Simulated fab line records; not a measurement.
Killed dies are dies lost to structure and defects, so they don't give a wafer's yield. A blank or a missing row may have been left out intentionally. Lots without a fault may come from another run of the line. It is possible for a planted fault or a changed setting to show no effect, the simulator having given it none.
fab line records | flow n5Finfet
[record] lots = 7 | wafers = 39
route steps=1938 shown WELL_APT@32 FIN_SAQP@120 FIN_CUT@169 DUMMY_GATE@243 HKMG_FIN@406 MOL_CONTACT_COAG@616 PASSIVATION@1936
startH: start of the lot's first displayed wafer, in hours after the record's first day | waitH: how many hours have passed since the lot's step before this one | " the same as in the row above | L1.1+2: one row covering several wafers at once | - value missing, or start not given | * or withheld: withheld | < > ~ a bound
route shown NAME@n: names a module that has steps shown in the file, with the first one's number in the route | usual: the fault-free wafers' mean and standard deviation | same: alike in all rows | chamber/n: place in a boat | sites: each site's reading | _std_site: standard deviation across them | _edge_site: the outer-site mean with the inner-site mean subtracted | radiusMm: for every site, how far away it sits from the centre of the wafer | mask NAME#n: copy n | behind: tool/chamber where the wafer was last shaped | hold: what put the lot on hold/how long, in hours/how the hold closed | device: which transistor (n, p or np) failed to switch | end of line: the route-end tests of the same wafers | where a step has no rows: the recipe by itself | killed: the dies lost at the first sort to structure and to defects; this is not the yield of the wafer | map: the dies of a wafer, with x for killed, . for not killed, _ for no die there
set.NAME: the setting that was run; set.NAME@STEP: the one run at that earlier step | model.NAME: the simulator's own value behind a step, which no gauge read
lots where settings were altered on purpose, with a table for each step and a row for each wafer
[[steps]]
[step N5_WELL_APT_IMPLANT_14]
[recipe] species = P | energyKev = 160 | doseCm2 = 1.5e+13 | tiltDeg = 0 | rotationDeg = 0
[step N5_FIN_SAQP_MANDREL_ETCH_22]
[recipe] targetDepthA = 600 | chemistry = HBr/Cl2 | target = a-Si | stopOn = SiNx | btTimeS = 10 | overEtchFrac = 0.5 | timeS = 30 | pressureMtorr = 10 | icpW = 800 | biasW = 75 | HBr_flow_sccm = 150 | Cl2_flow_sccm = 80 | ends = endPoint
[step N5_FIN_SAQP_ETCH_69]
[recipe] chemistry = N2/H2 | target = SOC | targetDepthA = 1500 | stopOn = SiNx | ionEnergyEv = 100 | biasW = 61 | pressureMtorr = 30 | sourceW = 850 | n2FlowSccm = 200 | h2FlowSccm = 200
[step N5_FIN_CUT_ETCH_21]
[recipe] chemistry = N2/H2 | target = SOC | targetDepthA = 2190 | overetchA = 438 | maskMaterial = SiARC | tempC = 40 | ionEnergyEv = 100 | biasW = 61 | timeS = 523.5 | pressureMtorr = 30 | sourceW = 850 | n2FlowSccm = 200 | h2FlowSccm = 200
[step N5_DUMMY_GATE_ETCH_31]
[recipe] chemistry = C4F6/O2 | target = SiO2 | maskMaterial = SOC | targetDepthA = 825 | timeS = 27.5 | ionEnergyEv = 250 | pressureMtorr = 30 | sourceW = 345 | biasW = 185 | Ar_flow_sccm = 300 | C4F6_flow_sccm = 10 | O2_flow_sccm = 10
[step N5_DUMMY_GATE_ETCH_42]
[recipe] chemistry = CHF3/O2 | target = SiO2 | targetDepthA = 35 | timeS = 31 | ionEnergyEv = 30 | biasW = 12 | pressureMtorr = 30 | sourceW = 600 | Ar_flow_sccm = 200 | CHF3_flow_sccm = 50 | O2_flow_sccm = 5
[step N5_HKMG_FIN_ETCH_58]
[recipe] chemistry = N2/H2 | target = SOC | targetDepthA = 2158 | ionEnergyEv = 50 | biasW = 13 | timeS = 741 | pressureMtorr = 30 | sourceW = 875 | n2FlowSccm = 200 | h2FlowSccm = 200
[step N5_MOL_CONTACT_COAG_ETCH_124]
[recipe] chemistry = CH3F/O2 | target = SiNx | targetDepthA = 65 | maskMaterial = SOC | stopOn = SiOC | overEtchFrac = 0.3 | ionEnergyEv = 120 | pressureMtorr = 30 | sourceW = 395 | biasW = 73 | Ar_flow_sccm = 150 | CH3F_flow_sccm = 30 | O2_flow_sccm = 20 | ends = endPoint
[step N5_PASSIVATION_PROBE_49]
[usual] defectLimitedYield = 91.3/1.5 | killedDies = 103/17 | sort_bin_5_function = 5.1/0.94 | sortYieldPct = 91.3/1.5
lot.wafer | tool      | chamber | startH | waitH | set.energyKev@WELL_APT_IMPLANT_14 | set.targetDepthA@FIN_SAQP_MANDREL_ETCH_22 | set.targetDepthA@FIN_SAQP_ETCH_69 | set.timeS@FIN_CUT_ETCH_21 | set.targetDepthA@DUMMY_GATE_ETCH_31 | set.biasW@DUMMY_GATE_ETCH_42 | set.sourceW@HKMG_FIN_ETCH_58 | set.biasW@MOL_CONTACT_COAG_ETCH_124 | defectLimitedYield[%] | killedDies | sort_bin_5_function[%] | sortYieldPct[%]
L076.1    | prober-01 | -       | 281.63 | 0.0   | 160                               | 669.9                                     | 1500                              | 523.5                     | 825                                 | 12                           | 742.4                        | 63.47                               | 94.7                  | 63         | 3.0                    | 94.7
L076.2    | prober-01 | -       | 281.68 | 0.1   | 171.6                             | 600                                       | 1500                              | 523.5                     | 825                                 | 12                           | 875                          | 73                                  | 93.4                  | 78         | 3.2                    | 93.4
L076.3    | prober-01 | -       | 281.73 | 0.1   | 171.6                             | 600                                       | 1392                              | 523.5                     | 825                                 | 12.66                        | 742.4                        | 73                                  | 91.0                  | 106        | 5.3                    | 91.0
L076.4    | prober-01 | -       | 281.78 | 0.2   | 160                               | 669.9                                     | 1392                              | 523.5                     | 741.4                               | 12                           | 875                          | 73                                  | 93.1                  | 81         | 4.3                    | 93.1
L076.5    | prober-01 | -       | 281.83 | 0.2   | 160                               | 600                                       | 1500                              | 523.5                     | 741.4                               | 12.66                        | 742.4                        | 63.47                               | 90.5                  | 112        | 5.3                    | 90.5
L076.6    | prober-01 | -       | 281.88 | 0.3   | 171.6                             | 669.9                                     | 1392                              | 523.5                     | 741.4                               | 12.66                        | 875                          | 63.47                               | 94.6                  | 64         | 3.4                    | 94.6
L082.1    | prober-01 | -       | 310.30 | 0.0   | 160                               | 600                                       | 1500                              | 434                       | 825                                 | 12                           | 875                          | 73                                  | 55.3                  | 528        | 40.8                   | 55.3
L082.2    | prober-01 | -       | 310.35 | 0.1   | 178.1                             | 620.2                                     | 1500                              | 434                       | 904                                 | 12                           | 875                          | 73                                  | 1.3                   | 1165       | 95.4                   | 1.3
L082.3    | prober-01 | -       | 310.40 | 0.1   | 178.1                             | 620.2                                     | 1500                              | 523.5                     | 825                                 | 12                           | 875                          | 73                                  | 89.7                  | 121        | 5.6                    | 89.7
L082.4    | prober-01 | -       | 310.45 | 0.2   | 178.1                             | 600                                       | 1592                              | 523.5                     | 904                                 | 12                           | 875                          | 73                                  | 90.1                  | 117        | 5.9                    | 90.1
L082.5    | prober-01 | -       | 310.50 | 0.2   | 160                               | 620.2                                     | 1592                              | 523.5                     | 825                                 | 12                           | 875                          | 73                                  | 88.5                  | 136        | 6.4                    | 88.5
L082.6    | prober-01 | -       | 310.55 | 0.3   | 160                               | 600                                       | 1592                              | 434                       | 904                                 | 12                           | 875                          | 73                                  | 2.1                   | 1155       | 94.3                   | 2.1
L086.1    | prober-01 | -       | 337.50 | 0.0   | 160                               | 600                                       | 1500                              | 523.5                     | 922.9                               | 14.15                        | 875                          | 73                                  | 89.5                  | 124        | 6.2                    | 89.5
L086.2    | prober-01 | -       | 337.55 | 0.1   | 160                               | 600                                       | 1500                              | 423.9                     | 922.9                               | 12                           | 875                          | 73                                  | 0.3                   | 1177       | 94.9                   | 0.3
L086.3    | prober-01 | -       | 337.60 | 0.1   | 152.2                             | 600                                       | 1555                              | 523.5                     | 922.9                               | 12                           | 733.6                        | 73                                  | 92.5                  | 89         | 4.7                    | 92.5
L086.4    | prober-01 | -       | 337.65 | 0.2   | 152.2                             | 600                                       | 1500                              | 423.9                     | 825                                 | 14.15                        | 733.6                        | 73                                  | 1.8                   | 1159       | 92.5                   | 1.8
L086.5    | prober-01 | -       | 337.70 | 0.2   | 152.2                             | 600                                       | 1555                              | 423.9                     | 825                                 | 14.15                        | 875                          | 73                                  | 5.9                   | 1110       | 89.5                   | 5.9
L086.6    | prober-01 | -       | 337.75 | 0.3   | 160                               | 600                                       | 1555                              | 523.5                     | 825                                 | 12                           | 733.6                        | 73                                  | 89.8                  | 120        | 5.4                    | 89.8
L087.1    | prober-01 | -       | 342.96 | 0.0   | 160                               | 550.3                                     | 1500                              | 523.5                     | 825                                 | 12                           | 1019                         | 73                                  | 92.0                  | 94         | 4.8                    | 92.0
L087.2    | prober-01 | -       | 343.01 | 0.1   | 166.9                             | 600                                       | 1500                              | 414.3                     | 741                                 | 12                           | 1019                         | 61.48                               | 0                     | 1180       | 97.3                   | 0
L087.3    | prober-01 | -       | 343.06 | 0.1   | 160                               | 600                                       | 1449                              | 414.3                     | 741                                 | 10.29                        | 875                          | 61.48                               | 0.2                   | 1178       | 96.8                   | 0.2
L087.4    | prober-01 | -       | 343.11 | 0.2   | 166.9                             | 550.3                                     | 1449                              | 523.5                     | 741                                 | 12                           | 875                          | 73                                  | 90.7                  | 110        | 5.3                    | 90.7
L087.5    | prober-01 | -       | 343.16 | 0.2   | 160                               | 550.3                                     | 1449                              | 414.3                     | 825                                 | 10.29                        | 1019                         | 73                                  | 7.8                   | 1088       | 88.7                   | 7.8
L087.6    | prober-01 | -       | 343.21 | 0.3   | 166.9                             | 600                                       | 1500                              | 523.5                     | 825                                 | 10.29                        | 875                          | 61.48                               | 93.4                  | 78         | 3.3                    | 93.4
L088.2    | prober-02 | -       | 347.12 | 0.1   | 160                               | 600                                       | 1500                              | 523.5                     | 825                                 | 12                           | 875                          | 73                                  | 91.1                  | 105        | 5.8                    | 91.1
L088.3    | prober-02 | -       | 347.17 | 0.1   | 160                               | 600                                       | 1500                              | 523.5                     | 825                                 | 12                           | 875                          | 73                                  | 90.7                  | 110        | 5.9                    | 90.7
L088.4    | prober-02 | -       | 347.22 | 0.2   | 160                               | 600                                       | 1500                              | 523.5                     | 825                                 | 12                           | 875                          | 73                                  | 91.4                  | 102        | 5.1                    | 91.4
L092.1    | prober-01 | -       | 383.95 | 0.0   | 160                               | 548.2                                     | 1500                              | 561.8                     | 825                                 | 11.3                         | 789.6                        | 73                                  | 92.6                  | 87         | 4.5                    | 92.6
L092.2    | prober-01 | -       | 384.00 | 0.1   | 160                               | 548.2                                     | 1567                              | 523.5                     | 825                                 | 12                           | 875                          | 73                                  | 93.6                  | 76         | 3.9                    | 93.6
L092.3    | prober-01 | -       | 384.05 | 0.1   | 160                               | 600                                       | 1567                              | 561.8                     | 825                                 | 11.3                         | 875                          | 66.03                               | 93.5                  | 77         | 3.7                    | 93.5
L092.4    | prober-01 | -       | 384.10 | 0.2   | 143.5                             | 600                                       | 1567                              | 523.5                     | 825                                 | 11.3                         | 789.6                        | 66.03                               | 93.1                  | 82         | 3.6                    | 93.1
L092.5    | prober-01 | -       | 384.15 | 0.2   | 143.5                             | 548.2                                     | 1500                              | 523.5                     | 825                                 | 12                           | 789.6                        | 66.03                               | 90.5                  | 112        | 5.4                    | 90.5
L092.6    | prober-01 | -       | 384.20 | 0.3   | 143.5                             | 600                                       | 1500                              | 561.8                     | 825                                 | 12                           | 875                          | 73                                  | 91.5                  | 100        | 4.5                    | 91.5
L095.1    | prober-02 | -       | 406.11 | 0.0   | 160                               | 669.4                                     | 1500                              | 464.8                     | 825                                 | 12                           | 875                          | 73                                  | 78.1                  | 258        | 19.1                   | 78.1
L095.2    | prober-02 | -       | 406.16 | 0.1   | 160                               | 669.4                                     | 1600                              | 523.5                     | 742.7                               | 13.02                        | 875                          | 73                                  | 93.3                  | 79         | 3.6                    | 93.3
L095.3    | prober-02 | -       | 406.21 | 0.1   | 160                               | 600                                       | 1500                              | 523.5                     | 825                                 | 12                           | 875                          | 67.23                               | 93.4                  | 78         | 4.4                    | 93.4
L095.4    | prober-02 | -       | 406.26 | 0.2   | 160                               | 669.4                                     | 1600                              | 523.5                     | 742.7                               | 12                           | 875                          | 67.23                               | 94.9                  | 60         | 2.8                    | 94.9
L095.5    | prober-02 | -       | 406.31 | 0.2   | 160                               | 600                                       | 1500                              | 464.8                     | 742.7                               | 13.02                        | 875                          | 67.23                               | 77.6                  | 264        | 19.3                   | 77.6
L095.6    | prober-02 | -       | 406.36 | 0.3   | 160                               | 600                                       | 1600                              | 464.8                     | 825                                 | 13.02                        | 875                          | 73                                  | 39.2                  | 718        | 57.8                   | 39.2
// killed by level:class
L076.1 BEOL_M0_SAQP:geometricParticle:open=8 STI_FIN_REVEAL:geometricParticle:open=8 GATE_CUT:geometricParticle:short=5 MOL_CONTACT_COAG:geometricParticle:open=5 DUMMY_GATE:geometricParticle:open=4 BEOL_M2:geometricParticle:open=4 FIN_SAQP:geometricParticle:short=2 STI_FIN_REVEAL:geometricParticle:short=2
L076.2 BEOL_M2:geometricParticle:open=11 BEOL_M0_SAQP:geometricParticle:short=9 DUMMY_GATE:geometricParticle:open=7 FIN_SAQP:geometricParticle:short=5 GATE_CUT:geometricParticle:short=5 BEOL_M4:geometricParticle:open=5 BEOL_M5:geometricParticle:open=5 STI_FIN_REVEAL:geometricParticle:open=4
L076.3 MOL_CONTACT_COAG:geometricParticle:open=14 STI_FIN_REVEAL:geometricParticle:open=11 BEOL_M0_SAQP:geometricParticle:short=11 BEOL_M0_SAQP:geometricParticle:open=9 BEOL_M4:geometricParticle:open=8 MOL_CONTACT_COAG:geometricParticle:short=7 BEOL_M1:geometricParticle:open=6 BEOL_M3:geometricParticle:open=4
L076.4 STI_FIN_REVEAL:geometricParticle:open=13 BEOL_M0_SAQP:geometricParticle:short=7 BEOL_M0_SAQP:geometricParticle:open=6 BEOL_M3:geometricParticle:open=6 FIN_SAQP:geometricParticle:open=5 MOL_CONTACT_COAG:geometricParticle:open=5 BEOL_M1:geometricParticle:open=4 BEOL_M2:geometricParticle:open=4
L076.5 STI_FIN_REVEAL:geometricParticle:open=21 BEOL_M0_SAQP:geometricParticle:open=11 BEOL_M0_SAQP:geometricParticle:short=11 FIN_SAQP:geometricParticle:short=9 BEOL_M2:geometricParticle:open=9 GATE_CUT:geometricParticle:short=8 BEOL_M1:geometricParticle:open=8 FIN_SAQP:geometricParticle:open=6
L076.6 STI_FIN_REVEAL:geometricParticle:open=6 ILD0:geometricParticle:short=6 MOL_CONTACT_COAG:geometricParticle:open=5 BEOL_M0_SAQP:geometricParticle:open=5 BEOL_M0_SAQP:geometricParticle:short=5 STARTING-WAFER:geometricParticle:open=4 GATE_CUT:geometricParticle:short=3 FIN_SAQP:geometricParticle:short=2
L082.1 FIN_CUT:areaEtch=414 MOL_CONTACT_COAG:geometricParticle:open=12 BEOL_M2:geometricParticle:open=12 FIN_SAQP:geometricParticle:open=11 MOL_CONTACT_COAG:geometricParticle:short=8 STI_FIN_REVEAL:geometricParticle:open=7 BEOL_M1:geometricParticle:open=7 BEOL_M0_SAQP:geometricParticle:short=6
L082.2 FIN_CUT:areaEtch=1055 MOL_CONTACT_COAG:geometricParticle:open=11 BEOL_M0_SAQP:geometricParticle:short=10 FIN_SAQP:geometricParticle:open=8 GATE_CUT:geometricParticle:short=8 FIN_SAQP:geometricParticle:short=7 STI_FIN_REVEAL:geometricParticle:open=7 BEOL_M0_SAQP:geometricParticle:open=6
L082.3 BEOL_M2:geometricParticle:open=17 MOL_CONTACT_COAG:geometricParticle:open=12 FIN_SAQP:geometricParticle:short=9 BEOL_M3:geometricParticle:open=8 FIN_SAQP:geometricParticle:open=7 STI_FIN_REVEAL:geometricParticle:open=7 BEOL_M0_SAQP:geometricParticle:open=7 GATE_CUT:geometricParticle:short=5
L082.4 STI_FIN_REVEAL:geometricParticle:open=13 BEOL_M0_SAQP:geometricParticle:open=13 BEOL_M0_SAQP:geometricParticle:short=11 FIN_SAQP:geometricParticle:open=9 MOL_CONTACT_COAG:geometricParticle:open=9 GATE_CUT:geometricParticle:short=6 BEOL_M3:geometricParticle:open=6 BEOL_M4:geometricParticle:open=6
L082.5 STI_FIN_REVEAL:geometricParticle:open=18 BEOL_M2:geometricParticle:open=12 GATE_CUT:geometricParticle:short=10 FIN_SAQP:geometricParticle:open=9 FIN_SAQP:geometricParticle:short=9 BEOL_M1:geometricParticle:open=9 BEOL_M0_SAQP:geometricParticle:open=6 MOL_CONTACT_COAG:geometricParticle:open=6
L082.6 FIN_CUT:areaEtch=1044 MOL_CONTACT_COAG:geometricParticle:open=16 BEOL_M4:geometricParticle:open=10 BEOL_M2:geometricParticle:open=10 FIN_SAQP:geometricParticle:open=8 STI_FIN_REVEAL:geometricParticle:open=8 FIN_SAQP:geometricParticle:short=6 BEOL_M1:geometricParticle:short=6
L086.1 FIN_SAQP:geometricParticle:short=19 STI_FIN_REVEAL:geometricParticle:open=15 MOL_CONTACT_COAG:geometricParticle:open=11 BEOL_M3:geometricParticle:open=9 FIN_SAQP:geometricParticle:open=6 BEOL_M0_SAQP:geometricParticle:short=6 GATE_CUT:geometricParticle:short=6 STARTING-WAFER:geometricParticle:open=5
L086.2 FIN_CUT:areaEtch=1057 STI_FIN_REVEAL:geometricParticle:open=11 MOL_CONTACT_COAG:geometricParticle:open=11 BEOL_M3:geometricParticle:open=11 FIN_SAQP:geometricParticle:open=9 DUMMY_GATE:geometricParticle:open=8 FIN_SAQP:geometricParticle:short=7 BEOL_M1:geometricParticle:open=5
L086.3 STI_FIN_REVEAL:geometricParticle:open=18 BEOL_M3:geometricParticle:open=8 BEOL_M0_SAQP:geometricParticle:short=7 BEOL_M0_SAQP:geometricParticle:open=6 BEOL_M1:geometricParticle:open=6 FIN_SAQP:geometricParticle:short=5 STI_FIN_REVEAL:geometricParticle:short=4 BEOL_M4:geometricParticle:open=4
L086.4 FIN_CUT:areaEtch=999 STI_FIN_REVEAL:geometricParticle:open=37 FIN_SAQP:geometricParticle:open=24 STI_FIN_REVEAL:geometricParticle:short=14 BEOL_M3:geometricParticle:open=10 BEOL_M0_SAQP:geometricParticle:short=9 BEOL_M0_SAQP:geometricParticle:open=8 MOL_CONTACT_COAG:geometricParticle:open=6
L086.5 FIN_CUT:areaEtch=991 FIN_SAQP:geometricParticle:open=16 BEOL_M0_SAQP:geometricParticle:open=13 BEOL_M0_SAQP:geometricParticle:short=11 BEOL_M3:geometricParticle:open=10 BEOL_M4:geometricParticle:open=7 STI_FIN_REVEAL:geometricParticle:open=6 BEOL_M0:geometricParticle:open=5
L086.6 BEOL_M1:geometricParticle:open=23 STI_FIN_REVEAL:geometricParticle:open=17 FIN_SAQP:geometricParticle:short=9 MOL_CONTACT_COAG:geometricParticle:open=8 BEOL_M2:geometricParticle:open=8 STI_FIN_REVEAL:geometricParticle:short=6 BEOL_M0_SAQP:geometricParticle:open=5 BEOL_M3:geometricParticle:short=4
L087.1 FIN_SAQP:geometricParticle:short=12 FIN_SAQP:geometricParticle:open=9 BEOL_M0:geometricParticle:open=6 BEOL_M2:geometricParticle:open=6 DUMMY_GATE:geometricParticle:open=5 BEOL_M1:geometricParticle:open=5 STARTING-WAFER:geometricParticle:open=3 STI_FIN_REVEAL:geometricParticle:open=3
L087.2 FIN_CUT:areaEtch=1091 FIN_SAQP:geometricParticle:open=13 STI_FIN_REVEAL:geometricParticle:open=7 BEOL_M3:geometricParticle:open=7 BEOL_M2:geometricParticle:open=6 BEOL_M4:geometricParticle:open=6 FIN_SAQP:geometricParticle:short=5 DUMMY_GATE:geometricParticle:open=4
L087.3 FIN_CUT:areaEtch=1083 FIN_SAQP:geometricParticle:short=11 BEOL_M2:geometricParticle:open=9 FIN_SAQP:geometricParticle:open=8 MOL_CONTACT_COAG:geometricParticle:open=7 BEOL_M3:geometricParticle:open=6 STARTING-WAFER:geometricParticle:open=6 STI_FIN_REVEAL:geometricParticle:open=5
L087.4 FIN_SAQP:geometricParticle:open=17 MOL_CONTACT_COAG:geometricParticle:open=12 BEOL_M3:geometricParticle:open=8 FIN_SAQP:geometricParticle:short=6 BEOL_M2:geometricParticle:open=6 STI_FIN_REVEAL:geometricParticle:open=5 BEOL_M0_SAQP:geometricParticle:open=5 MIM_TOP_ETCH:geometricParticle:short=5
L087.5 FIN_CUT:areaEtch=991 FIN_SAQP:geometricParticle:open=14 MOL_CONTACT_COAG:geometricParticle:open=9 BEOL_M0_SAQP:geometricParticle:short=6 BEOL_M2:geometricParticle:open=6 FIN_SAQP:geometricParticle:short=5 BEOL_M0_SAQP:geometricParticle:open=5 STARTING-WAFER:geometricParticle:short=5
L087.6 BEOL_M2:geometricParticle:open=15 FIN_SAQP:geometricParticle:short=7 MOL_CONTACT_COAG:geometricParticle:open=6 DUMMY_GATE:geometricParticle:open=4 BEOL_M0_SAQP:geometricParticle:open=4 BEOL_M0:geometricParticle:open=4 STI_FIN_REVEAL:geometricParticle:open=3 BEOL_M1:geometricParticle:short=3
L088.2 BEOL_M2:geometricParticle:open=13 STI_FIN_REVEAL:geometricParticle:open=11 MOL_CONTACT_COAG:geometricParticle:open=11 FIN_SAQP:geometricParticle:short=8 BEOL_M3:geometricParticle:open=7 FIN_SAQP:geometricParticle:open=6 BEOL_M0_SAQP:geometricParticle:open=5 BEOL_M0_SAQP:geometricParticle:short=4
L088.3 FIN_SAQP:geometricParticle:short=14 MOL_CONTACT_COAG:geometricParticle:open=13 BEOL_M0_SAQP:geometricParticle:open=8 BEOL_M1:geometricParticle:open=8 BEOL_M0_SAQP:geometricParticle:short=7 BEOL_M4:geometricParticle:open=7 FIN_SAQP:geometricParticle:open=6 GATE_CUT:geometricParticle:short=6
L088.4 MOL_CONTACT_COAG:geometricParticle:open=15 FIN_SAQP:geometricParticle:short=13 FIN_SAQP:geometricParticle:open=10 BEOL_M2:geometricParticle:open=8 GATE_CUT:geometricParticle:short=6 BEOL_M4:geometricParticle:open=5 BEOL_M7:geometricParticle:open=5 BEOL_M0_SAQP:geometricParticle:open=4
L092.1 STI_FIN_REVEAL:geometricParticle:open=11 BEOL_M4:geometricParticle:open=8 BEOL_M0_SAQP:geometricParticle:short=8 BEOL_M0_SAQP:geometricParticle:open=7 BEOL_M3:geometricParticle:open=7 BEOL_M3:geometricParticle:short=7 DUMMY_GATE:geometricParticle:open=4 BEOL_M1:geometricParticle:open=4
L092.2 BEOL_M4:geometricParticle:open=8 STI_FIN_REVEAL:geometricParticle:open=5 BEOL_M0_SAQP:geometricParticle:short=5 BEOL_M0_SAQP:geometricParticle:open=5 BEOL_M0:geometricParticle:open=5 BEOL_M5:geometricParticle:open=5 FIN_SAQP:geometricParticle:open=4 MOL_CONTACT_COAG:geometricParticle:open=4
L092.3 MOL_CONTACT_COAG:geometricParticle:open=10 BEOL_M4:geometricParticle:open=9 FIN_SAQP:geometricParticle:short=7 BEOL_M2:geometricParticle:open=6 FIN_SAQP:geometricParticle:open=5 GATE_CUT:geometricParticle:short=4 STARTING-WAFER:geometricParticle:short=4 DUMMY_GATE:geometricParticle:open=3
L092.4 FIN_SAQP:geometricParticle:short=10 MOL_CONTACT_COAG:geometricParticle:open=10 BEOL_M4:geometricParticle:open=7 BEOL_M2:geometricParticle:open=5 BEOL_M1:geometricParticle:open=5 BEOL_M0_SAQP:geometricParticle:open=4 BEOL_M3:geometricParticle:open=4 HKMG_FIN:areaEtch=4
L092.5 MOL_CONTACT_COAG:geometricParticle:open=22 BEOL_M0_SAQP:geometricParticle:short=12 DUMMY_GATE:geometricParticle:open=8 STI_FIN_REVEAL:geometricParticle:open=7 BEOL_M1:geometricParticle:open=7 ILD0:geometricParticle:open=4 MOL_CONTACT_COAG:geometricParticle:short=4 BEOL_M0_SAQP:geometricParticle:open=4
L092.6 MOL_CONTACT_COAG:geometricParticle:open=17 STI_FIN_REVEAL:geometricParticle:open=12 BEOL_M1:geometricParticle:open=11 FIN_SAQP:geometricParticle:short=6 BEOL_M0_SAQP:geometricParticle:open=5 BEOL_M3:geometricParticle:open=5 FIN_SAQP:geometricParticle:open=4 BEOL_M4:geometricParticle:open=4
L095.1 FIN_CUT:areaEtch=163 BEOL_M2:geometricParticle:open=11 FIN_SAQP:geometricParticle:short=10 BEOL_M0_SAQP:geometricParticle:open=10 FIN_SAQP:geometricParticle:open=8 BEOL_M3:geometricParticle:open=8 BEOL_M0_SAQP:geometricParticle:short=6 STI_FIN_REVEAL:geometricParticle:open=4
L095.2 BEOL_M0_SAQP:geometricParticle:open=13 BEOL_M1:geometricParticle:open=10 FIN_SAQP:geometricParticle:short=6 BEOL_M0_SAQP:geometricParticle:short=6 BEOL_M3:geometricParticle:open=6 BEOL_M4:geometricParticle:open=6 GATE_CUT:geometricParticle:short=4 STARTING-WAFER:geometricParticle:short=4
L095.3 FIN_SAQP:geometricParticle:short=15 FIN_SAQP:geometricParticle:open=8 BEOL_M1:geometricParticle:open=6 BEOL_M2:geometricParticle:open=6 BEOL_M0_SAQP:geometricParticle:open=4 STI_FIN_REVEAL:geometricParticle:open=3 DUMMY_GATE:geometricParticle:open=3 SPACER0:geometricParticle:open=3
L095.4 MOL_CONTACT_COAG:geometricParticle:open=11 FIN_SAQP:geometricParticle:open=6 FIN_SAQP:geometricParticle:short=4 MOL_CONTACT_COAG:geometricParticle:short=4 BEOL_M4:geometricParticle:open=4 STI_FIN_REVEAL:geometricParticle:open=3 GATE_CUT:geometricParticle:short=3 BEOL_M0_SAQP:geometricParticle:open=3
L095.5 FIN_CUT:areaEtch=170 FIN_SAQP:geometricParticle:open=12 BEOL_M0_SAQP:geometricParticle:open=11 BEOL_M0_SAQP:geometricParticle:short=8 BEOL_M3:geometricParticle:open=7 STARTING-WAFER:geometricParticle:short=6 FIN_SAQP:geometricParticle:short=5 MOL_CONTACT_COAG:geometricParticle:open=5
L095.6 FIN_CUT:areaEtch=635 BEOL_M0_SAQP:geometricParticle:open=11 BEOL_M0_SAQP:geometricParticle:short=10 FIN_SAQP:geometricParticle:short=9 STI_FIN_REVEAL:geometricParticle:open=9 BEOL_M2:geometricParticle:open=8 BEOL_M3:geometricParticle:open=6 MOL_CONTACT_COAG:geometricParticle:open=5
[[key]]
[split] step = N5_WELL_APT_IMPLANT_14 | setting = energyKev | statedAs = 160
response none clear
[split] step = N5_FIN_SAQP_MANDREL_ETCH_22 | setting = targetDepthA | statedAs = 600
response none clear
[split] step = N5_FIN_SAQP_ETCH_69 | setting = targetDepthA | statedAs = 1500
response none clear
[split] step = N5_FIN_CUT_ETCH_21 | setting = timeS | statedAs = 523.5
[response] step = N5_PASSIVATION_PROBE_49 | reading = sort_bin_5_function | slope = -4.19 | per = 1% | togetherWith = all | explained = 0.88
[response] step = N5_PASSIVATION_PROBE_49 | reading = sortYieldPct | slope = +4.19 | per = 1% | togetherWith = all | explained = 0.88
[response] step = N5_PASSIVATION_PROBE_49 | reading = defectLimitedYield | slope = +4.19 | per = 1% | togetherWith = all | explained = 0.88
[response] step = N5_PASSIVATION_PROBE_49 | reading = killedDies | slope = -49.5 | per = 1% | togetherWith = all | explained = 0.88
[split] step = N5_DUMMY_GATE_ETCH_31 | setting = targetDepthA | statedAs = 825
response none clear
[split] step = N5_DUMMY_GATE_ETCH_42 | setting = biasW | statedAs = 12
response none clear
[split] step = N5_HKMG_FIN_ETCH_58 | setting = sourceW | statedAs = 875
response none clear
[split] step = N5_MOL_CONTACT_COAG_ETCH_124 | setting = biasW | statedAs = 73
response none clear
